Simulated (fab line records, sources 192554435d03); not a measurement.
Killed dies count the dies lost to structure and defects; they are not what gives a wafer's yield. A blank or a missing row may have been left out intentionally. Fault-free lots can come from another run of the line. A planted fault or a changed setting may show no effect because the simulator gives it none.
fab line records    flow n5-finfet
[record] lots = 9  wafers = 27  last-day = 18
route steps=1938 shown HKMG_FIN@401 BEOL_M4@1111 PASSIVATION@1936
lots that met no fault: taken from a fault-free run of the same line
start-h: start of the lot's first displayed wafer, in hours after the record's first day    wait-h: hours since the lot's step before    " as in the row above    L1.1+2: one row covering several wafers at once    - no value present, or no start provided    * or withheld: withheld    < > ~ a bound
route shown NAME@n: NAME is a module with steps in the file, n the number in the route of the first one    usual: the fault-free wafers' mean and standard deviation    same: alike in all rows    chamber/n: place in a boat    sites: the reading at each site    _std_site: how widely they spread, as a standard deviation    _edge_site: inner sites' mean taken away from outer sites' mean    radius-mm: for every site, how far away it sits from the centre of the wafer    mask NAME#n: copy n    behind: the tool/chamber that last shaped the wafer    hold: cause of the lot's hold/its duration in hours/its outcome    device: names the non-switching transistor (n, p or np)    end of line: tests of these same wafers at the route's end    a step with no rows: only its recipe    killed: the dies lost at the first sort to structure and to defects; this is not the yield of the wafer    map: shows each die of a wafer: x if killed, . if not, _ if none is there
set.NAME: the setting that was run; set.NAME@STEP: the one run at that earlier step    model.NAME: the simulator's own value behind a step, which no gauge read
route steps across a sampled set of lots; one table per step, one row per wafer
services: when a tool's chamber went out of use (start-h, in hours from the record's first day, below 0 if earlier), for how many hours, and the reason
[[steps]]
[step N5_HKMG_FIN_DESCUM_53]
[recipe] chemistry = O2  time-s = 7.9  source-power-w = 50  bias-power-w = 20  pressure-mtorr = 20  rf-frequency-hz = 2.712e+07  temp-c = 40  resist = CAR-ArF  o2-flow-sccm = 225
[usual] drypump-motor-current-A = 5.9/0.44  oes-product-au = 0.82/0.094  rf-vpp-V = 243.1/1.6  showerhead-plenum-p-Torr = 2.09/0.082  throttle-valve-pct = 20.40/0.22
lot.wafer  tool         chamber  start-h  wait-h  drypump-motor-current-A  oes-product-au  rf-hours-counter-h  rf-vpp-V  showerhead-plenum-p-Torr  throttle-valve-pct
L426.1     rie-diel-04  0        76.83    0.0     6.3                      0.67            248                 243.1     2.08                      20.61
L426.3     "            2        "        "       6.3                      0.74            178                 240.9     2.00                      20.84
L426.5     "            1        "        "       6.3                      0.94            -                   242.6     2.13                      20.29
L430.1     rie-diel-03  3        96.49    0.2     5.4                      0.92            8                   246.3     2.23                      20.08
L430.3     "            0        "        "       5.6                      0.71            208                 241.2     1.99                      20.57
L430.5     "            0        "        "       5.7                      0.72            -                   240.9     1.99                      20.57
L434.2     rie-diel-03  2        118.76   0.0     5.1                      0.74            171                 242.5     2.08                      20.33
L434.3     "            1        "        "       5.9                      0.89            29                  242.7     2.13                      20.55
L434.4     "            3        "        "       5.4                      0.90            -                   245.2     2.23                      20.10
L440.2     rie-diel-03  2        160.89   0.2     5.1                      0.73            187                 243.0     2.08                      20.36
L440.3     "            3        "        "       5.4                      0.86            34                  246.5     2.22                      20.13
L440.5     "            1        "        "       5.9                      0.87            -                   243.8     2.12                      20.58
L443.1     rie-diel-03  1        179.00   0.0     5.9                      0.85            55                  243.4     2.12                      20.61
L443.2     "            2        "        "       5.1                      0.72            197                 244.5     2.07                      20.36
L443.3     "            0        "        "       5.7                      0.70            236                 240.8     1.98                      20.60
L445.2     rie-diel-03  1        189.32   1.5     5.9                      0.85            60                  244.0     2.12                      20.60
L445.3     "            3        "        "       5.4                      0.83            49                  246.1     2.22                      20.14
L445.6     "            1        "        "       5.9                      0.84            -                   243.5     2.12                      20.59
L446.3     rie-diel-04  2        197.38   0.0     6.3                      0.71            208                 241.8     1.99                      20.86
L446.4     "            1        "        "       6.3                      0.89            46                  244.0     2.12                      20.33
L446.5     "            2        "        "       6.3                      0.71            -                   240.0     1.99                      20.87
L447.2     rie-diel-03  3        201.06   0.2     5.4                      0.82            54                  244.6     2.21                      20.14
L447.5     "            0        "        "       5.7                      0.69            -                   242.6     1.97                      20.64
L447.6     "            1        "        "       5.9                      0.83            -                   244.1     2.12                      20.59
L448.1     rie-diel-02  0        205.08   0.3     6.4                      0.73            197                 240.8     1.99                      20.59
L448.4     "            2        "        "       6.0                      0.78            -                   245.8     2.19                      20.33
L448.5     "            0        "        "       6.4                      0.72            -                   242.5     1.99                      20.60
[step N5_HKMG_FIN_STRIP_57]
[recipe] chemistry = CF4  resist = SiARC  power-w = 300  bias-power-w = 75  pressure-mtorr = 50  cf4-flow-sccm = 150  rf-frequency-hz = 6e+07
[usual] drypump-motor-current-A = 5.9/0.44  oes-product-au = 0.81/0.088  rf-vpp-V = 271.1/1.7  showerhead-plenum-p-Torr = 1.80/0.063  throttle-valve-pct = 13.57/0.28
lot.wafer  tool         chamber  start-h  wait-h  drypump-motor-current-A  oes-product-au  rf-hours-counter-h  rf-vpp-V  showerhead-plenum-p-Torr  throttle-valve-pct
L426.1     rie-diel-04  0        77.11    0.0     6.2                      0.68            248                 270.3     1.78                      13.84
L426.3     "            2        "        "       6.3                      0.72            178                 267.4     1.72                      14.03
L426.5     "            1        "        "       6.3                      0.93            -                   271.9     1.84                      13.50
L430.1     rie-diel-03  3        96.77    0.0     5.4                      0.91            8                   273.4     1.90                      13.15
L430.3     "            0        "        "       5.6                      0.72            208                 268.7     1.72                      13.88
L430.5     "            0        "        "       5.6                      0.72            -                   268.6     1.72                      13.89
L434.2     rie-diel-03  2        119.04   0.0     5.1                      0.74            171                 272.9     1.78                      13.52
L434.3     "            1        "        "       5.9                      0.89            30                  271.7     1.84                      13.76
L434.4     "            3        "        "       5.4                      0.89            -                   275.3     1.89                      13.17
L440.2     rie-diel-03  2        161.17   0.0     5.1                      0.72            187                 272.1     1.77                      13.57
L440.3     "            3        "        "       5.4                      0.86            34                  273.8     1.89                      13.21
L440.5     "            1        "        "       5.9                      0.85            -                   272.7     1.84                      13.81
L443.1     rie-diel-03  1        179.28   0.0     5.9                      0.84            55                  271.4     1.84                      13.81
L443.2     "            2        "        "       5.1                      0.71            197                 271.9     1.77                      13.60
L443.3     "            0        "        "       5.7                      0.70            236                 269.0     1.72                      13.95
L445.2     rie-diel-03  1        189.60   0.0     5.9                      0.84            60                  271.4     1.83                      13.83
L445.3     "            3        "        "       5.4                      0.84            50                  274.0     1.89                      13.26
L445.6     "            1        "        "       5.8                      0.84            -                   271.6     1.83                      13.84
L446.3     rie-diel-04  2        197.66   0.0     6.3                      0.70            208                 268.6     1.72                      14.09
L446.4     "            1        "        "       6.3                      0.88            46                  269.9     1.83                      13.56
L446.5     "            2        "        "       6.3                      0.70            -                   270.4     1.72                      14.09
L447.2     rie-diel-03  3        201.34   0.0     5.4                      0.83            54                  272.4     1.88                      13.26
L447.5     "            0        "        "       5.7                      0.70            -                   268.4     1.71                      13.98
L447.6     "            1        "        "       5.9                      0.83            -                   270.0     1.83                      13.85
L448.1     rie-diel-02  0        205.36   0.0     6.4                      0.71            197                 268.5     1.72                      13.79
L448.4     "            2        "        "       6.0                      0.76            -                   272.7     1.86                      13.49
L448.5     "            0        "        "       6.4                      0.71            -                   269.6     1.72                      13.80
[step N5_HKMG_FIN_OVL_MEAS_13]
[recipe] points-per-wafer = 44
[usual] NWFM_OVL = -0.1/0.8
lot.wafer  tool        chamber  start-h  wait-h  NWFM_OVL[nm]
L426.1     overlay-01  0        80.01    0.0     0.1
L426.3     "           0        "        "       -0.7
L426.5     "           0        "        "       -0.8
L430.1     overlay-01  0        99.68    0.0     -2.3
L430.3     "           0        "        "       -1.5
L430.5     "           0        "        "       -0.8
L434.2     overlay-01  0        122.08   0.0     0.4
L434.3     "           0        "        "       0.1
L434.4     "           0        "        "       0.2
L440.2     overlay-01  0        164.23   0.0     -1.1
L440.3     "           0        "        "       -0.1
L440.5     "           0        "        "       0.0
L443.1     overlay-02  0        182.33   0.0     0.0
L443.2     "           0        "        "       1.0
L443.3     "           0        "        "       0.5
L445.2     overlay-01  0        192.63   0.0     0.1
L445.3     "           0        "        "       0.5
L445.6     "           0        "        "       -0.2
L446.3     overlay-01  0        200.70   0.0     0.3
L446.4     "           0        "        "       -0.8
L446.5     "           0        "        "       -1.2
L447.2     overlay-01  0        204.37   0.0     0.3
L447.5     "           0        "        "       -0.3
L447.6     "           0        "        "       -0.1
L448.1     overlay-02  0        208.39   0.0     -0.5
L448.4     "           0        "        "       0.5
L448.5     "           0        "        "       0.4
[step N5_HKMG_FIN_INSPECT_14]
[recipe] mode = adi  inspect-instrument = macro
[usual] raw-defect-count = 2.0/1.4
lot.wafer  tool               chamber  start-h  wait-h  raw-defect-count
L426.1     defect-inspect-01  -        80.04    0.0     1
L426.3     "                  -        "        "       1
L426.5     "                  -        "        "       2
L430.1     defect-inspect-02  -        99.71    0.0     1
L430.3     "                  -        "        "       6
L430.5     "                  -        "        "       3
L434.2     defect-inspect-02  -        122.10   0.0     3
L434.3     "                  -        "        "       2
L434.4     "                  -        "        "       1
L440.2     defect-inspect-02  -        164.25   0.0     1
L440.3     "                  -        "        "       2
L440.5     "                  -        "        "       3
L443.1     defect-inspect-02  -        182.35   0.0     1
L443.2     "                  -        "        "       3
L443.3     "                  -        "        "       4
L445.2     defect-inspect-02  -        192.65   0.0     0
L445.3     "                  -        "        "       >300
L445.6     "                  -        "        "       1
L446.3     defect-inspect-01  -        200.73   0.0     4
L446.4     "                  -        "        "       2
L446.5     "                  -        "        "       0
L447.2     defect-inspect-02  -        204.39   0.0     >300
L447.5     "                  -        "        "       2
L447.6     "                  -        "        "       2
L448.1     defect-inspect-02  -        208.41   0.0     3
L448.4     "                  -        "        "       1
L448.5     "                  -        "        "       0
[step N5_HKMG_FIN_ALD_91]
[recipe] material = TiN  target-thk-a = 10  temp-c = 400  ald-precursor-family = TiCl4  ald-co-reactant = NH3  pulse-time-s = 1  purge-time-s = 3  co-reactant-purge-time-s = 2  co-reactant-pulse-time-s = 2  ald-cycles = 47  pressure-torr = 3
[usual] heater-power-w = 877/100  precursor-pulse-height-rel = 0.998/0.02
lot.wafer  tool          chamber  start-h  wait-h  heater-power-w  precursor-pulse-height-rel
L426.1     ald-metal-03  2        81.05    0.3     939             1.030
L426.3     "             1        "        "       994             1.007
L426.5     "             0        "        "       771             0.978
L430.1     ald-metal-02  2        100.73   0.3     1048            1.009
L430.3     "             0        "        "       881             1.036
L430.5     "             3        "        "       788             1.012
L434.2     ald-metal-03  2        123.57   0.3     950             0.974
L434.3     "             0        "        "       775             1.009
L434.4     "             3        "        "       836             0.957
L440.2     ald-metal-03  1        165.49   0.3     987             0.961
L440.3     "             0        "        "       766             1.041
L440.5     "             1        "        "       1000            1.010
L443.1     ald-metal-04  2        184.39   0.3     721             0.980
L443.2     "             1        "        "       943             1.013
L443.3     "             3        "        "       741             1.000
L445.2     ald-metal-03  1        194.45   0.3     989             0.993
L445.3     "             0        "        "       752             0.991
L445.6     "             1        "        "       1015            1.003
L446.3     ald-metal-04  1        201.86   0.1     933             0.976
L446.4     "             0        "        "       917             0.976
L446.5     "             1        "        "       941             0.961
L447.2     ald-metal-03  1        205.40   0.3     959             0.987
L447.5     "             3        "        "       855             1.048
L447.6     "             0        "        "       763             1.005
L448.1     ald-metal-02  0        209.43   0.3     906             1.006
L448.4     "             1        "        "       793             1.011
L448.5     "             1        "        "       813             1.002
[step N5_BEOL_M4_RC_MEAS_101]
[usual] DIBL_N = 36.3/1.9  DIBL_P = 36.0/2.1  IOFF_N = 0.16/0.031  IOFF_P = 0.21/0.035  ION_N = 675/14  ION_P = 464/8.5  SS_N = 71.5/0.6  SS_P = 73.3/0.72  VT_N = 250/3.2  VT_P = -250/3.1
lot.wafer  tool       chamber  start-h  wait-h  DIBL_N[mV/V]  DIBL_P[mV/V]  IOFF_N[nA/um]  IOFF_P[nA/um]  ION_N[uA/um]  ION_P[uA/um]  SS_N[mV/dec]  SS_P[mV/dec]  VT_N[mV]  VT_P[mV]
L426.1     prober-02  0        162.43   0.0     37.9          38.3          0.19           0.27           683           472           71.8          74.1          247       -245
L426.3     "          0        "        "       38.2          39.7          0.21           0.31           705           484           71.7          74.4          245       -244
L426.5     "          0        "        "       37.5          38.2          0.19           0.27           688           470           71.7          74.0          245       -246
L430.1     prober-02  0        186.04   0.0     36.8          36.4          0.15           0.20           654           452           72.1          73.0          254       -254
L430.3     "          0        "        "       35.1          34.4          0.13           0.18           664           455           70.7          72.6          253       -253
L430.5     "          0        "        "       34.9          34.6          0.13           0.18           668           459           71.4          73.1          253       -253
L434.2     prober-01  0        202.23   0.2     33.6          31.7          0.10           0.16           667           464           70.8          71.8          257       -254
L434.3     "          0        "        "       36.4          35.0          0.14           0.21           675           462           72.4          72.9          252       -248
L434.4     "          0        "        "       35.0          34.1          0.12           0.20           663           462           70.9          72.1          255       -249
L440.2     prober-01  0        285.25   0.2     37.7          35.8          0.17           0.22           691           473           72.6          73.5          248       -246
L440.3     "          0        "        "       36.4          34.5          0.15           0.19           675           462           72.1          72.9          250       -251
L440.5     "          0        "        "       37.2          34.4          0.16           0.19           676           460           72.3          72.9          251       -251
L447.2     prober-02  0        288.12   0.2     38.4          36.3          0.17           0.21           663           453           72.6          73.2          250       -250
L447.5     "          0        "        "       35.6          34.7          0.12           0.19           668           464           71.1          73.2          252       -251
L447.6     "          0        "        "       38.0          37.4          0.16           0.22           676           460           72.0          74.0          248       -246
L446.3     prober-01  0        289.68   0.3     35.2          36.5          0.14           0.17           678           458           70.4          72.9          248       -257
L446.4     "          0        "        "       35.7          36.8          0.16           0.18           681           457           71.7          73.2          248       -254
L446.5     "          0        "        "       37.2          39.7          0.19           0.22           698           471           72.5          73.5          246       -250
L443.1     prober-01  0        313.40   0.0     38.9          37.9          0.18           0.24           673           462           71.4          74.0          248       -249
L443.2     "          0        "        "       36.9          34.5          0.15           0.19           673           456           71.2          73.6          249       -252
L443.3     "          0        "        "       37.8          36.4          0.15           0.22           648           451           72.2          74.2          253       -252
L445.2     prober-01  0        321.02   0.2     36.4          36.4          0.18           0.21           668           460           72.1          73.0          249       -249
L445.3     "          0        "        "       36.8          38.3          0.19           0.24           685           466           71.9          74.0          247       -248
L445.6     "          0        "        "       36.2          37.6          0.18           0.25           681           469           71.6          74.3          246       -246
L448.1     prober-02  0        324.58   0.0     35.8          36.4          0.15           0.23           676           469           72.4          73.1          251       -249
L448.4     "          0        "        "       34.3          34.6          0.13           0.19           673           465           71.7          72.1          253       -250
L448.5     "          0        "        "       36.3          36.0          0.15           0.21           676           465           72.0          72.5          251       -249
[step N5_PASSIVATION_PROBE_49]
[usual] defect-limited-yield = 91.0/1.5  killed_at_M0_to_M3 = 32/9.6  killed_at_M4_up = 13/4.7  killed-at-contacts = 13/7.2  killed-at-front-end = 44/13  killed-at-other = 4/3.4  killed-dies = 106/18  killed-on-rim = 14/4.2  killed-open = 70/13  killed-short = 35/8  sort_bin_5_function = 5.3/0.97  sort_bin_6_memory = 3.4/0.73  sort-n-pass = 1074/18  sort-yield-pct = 91.0/1.5
[same] gross-dies = 1180  killed-at-back-side = 0  sort_bin_4_leakage[%] = 0  sort_bin_8_speed[%] = 0
lot.wafer  tool       chamber  start-h  wait-h  defect-limited-yield[%]  killed_at_M0_to_M3  killed_at_M4_up  killed-at-contacts  killed-at-front-end  killed-at-other  killed-dies  killed-on-rim  killed-open  killed-short  sort_bin_5_function[%]  sort_bin_6_memory[%]  sort-n-pass  sort-yield-pct[%]
L447.2     prober-02  -        392.72   0.1     80.2                     45                  11               12                  163                  3                234          37             89           39            11.3                    5.8                   946          80.2
L447.5     prober-02  -        392.87   0.2     91.0                     37                  11               9                   42                   7                106          14             70           32            5.7                     2.7                   1074         91.0
L447.6     prober-02  -        392.92   0.3     90.5                     35                  10               9                   52                   6                112          14             68           44            5.3                     3.9                   1068         90.5
L445.2     prober-01  -        432.89   0.2     91.0                     24                  21               11                  49                   1                106          13             71           34            5.4                     3.3                   1074         91.0
L445.3     prober-01  -        432.94   0.2     85.1                     15                  18               9                   132                  2                176          26             48           24            9.3                     3.1                   1004         85.1
L445.6     prober-01  -        433.09   0.4     91.6                     10                  33               12                  41                   3                99           9              66           31            4.7                     3.5                   1081         91.6
// killed by level:class
L447.2 HKMG_FIN:unspecified=103 STI_FIN_REVEAL:geometric-particle:open=19 BEOL_M2:geometric-particle:open=14 FIN_SAQP:geometric-particle:short=11 FIN_SAQP:geometric-particle:open=10 BEOL_M3:geometric-particle:open=10 MOL_CONTACT_COAG:geometric-particle:open=8 BEOL_M0_SAQP:geometric-particle:short=6
L447.5 STI_FIN_REVEAL:geometric-particle:open=10 BEOL_M0_SAQP:geometric-particle:open=10 FIN_SAQP:geometric-particle:open=9 BEOL_M0_SAQP:geometric-particle:short=9 BEOL_M3:geometric-particle:open=7 BEOL_M4:geometric-particle:open=7 FIN_SAQP:geometric-particle:short=6 MOL_CONTACT_COAG:geometric-particle:open=6
L447.6 STI_FIN_REVEAL:geometric-particle:open=16 FIN_SAQP:geometric-particle:short=10 FIN_SAQP:geometric-particle:open=9 BEOL_M0_SAQP:geometric-particle:short=9 BEOL_M1:geometric-particle:open=8 MOL_CONTACT_COAG:geometric-particle:open=6 BEOL_M3:geometric-particle:open=6 BEOL_M4:geometric-particle:open=6
L445.2 FIN_SAQP:geometric-particle:open=12 STI_FIN_REVEAL:geometric-particle:open=12 BEOL_M5:geometric-particle:open=7 FIN_SAQP:geometric-particle:short=7 MOL_CONTACT_COAG:geometric-particle:open=7 BEOL_M4:geometric-particle:open=7 BEOL_M0_SAQP:geometric-particle:open=6 GATE_CUT:geometric-particle:short=5
L445.3 HKMG_FIN:unspecified=103 STI_FIN_REVEAL:geometric-particle:open=10 FIN_SAQP:geometric-particle:short=8 MOL_CONTACT_COAG:geometric-particle:open=7 BEOL_M4:geometric-particle:open=7 BEOL_M2:geometric-particle:open=6 FIN_SAQP:geometric-particle:open=4 BEOL_M4:geometric-particle:short=3
L445.6 BEOL_M4:geometric-particle:open=16 GATE_CUT:geometric-particle:short=9 MOL_CONTACT_COAG:geometric-particle:open=8 BEOL_M7:geometric-particle:open=7 STI_FIN_REVEAL:geometric-particle:open=6 FIN_SAQP:geometric-particle:open=5 DUMMY_GATE:geometric-particle:open=4 MOL_CONTACT_COAG:geometric-particle:short=4
[[services]]
tool          chamber  start-h  hours  kind
ald-metal-03  3        55.28    4.6    repair
ald-metal-02  -        65.37    0.5    repair
ald-metal-02  -        68.61    14.6   pm
ald-metal-03  3        79.87    6.0    repair
rie-diel-04   0        82.80    -      clean
rie-diel-04   0        82.80    -      consumable-replace:focus-ring
rie-diel-04   0        82.80    22.1   scheduled-down
rie-diel-04   0        82.80    22.1   vent-cycle
ald-metal-04  2        87.83    31.6   repair
rie-diel-04   1        98.25    7.9    repair
rie-diel-04   -        101.94   0.2    repair
rie-diel-03   2        103.38   6.4    repair
rie-diel-03   0        107.48   11.9   repair
rie-diel-04   0        111.02   1.2    repair
rie-diel-02   1        132.22   -      clean
rie-diel-02   1        132.22   -      consumable-replace:focus-ring
rie-diel-04   -        153.03   28.1   pm
ald-metal-04  2        159.14   6.5    repair
ald-metal-03  -        161.14   1.1    repair
rie-diel-02   1        162.01   21.4   repair
ald-metal-04  2        176.51   6.2    repair
rie-diel-02   3        179.16   26.0   repair
rie-diel-04   -        181.13   14.6   pm
ald-metal-02  0        184.41   9.5    repair
[[key]]
[first-sign] step = N5_HKMG_FIN_INSPECT_14  reading = raw-defect-count  direction = up  sigmas = 99+  usual = 2.0  struck = >300
[effect] step = N5_PASSIVATION_PROBE_49  reading = killed-at-front-end  direction = up  sigmas = 7.7  usual = 44  struck = 148
[more-kills-born-at] N5_HKMG_FIN_STRIP_57@rie-diel-03 = 206
met-at N5_HKMG_FIN_STRIP_57
struck-lots L445,L447
struck-wafers L445.3,L447.2
not-acting-at N5_HKMG_FIN_DESCUM_53,N5_HKMG_FIN_OVL_MEAS_13,N5_HKMG_FIN_ALD_91
onset-between 161.17 189.60
[fault] kind = chamber-particle-source  tool = rie-diel-03  chamber = 3  onset-h = 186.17  steps = N5_HKMG_FIN_STRIP_57  rate-per-visit-cm2 = 1.4756  end-h = 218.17
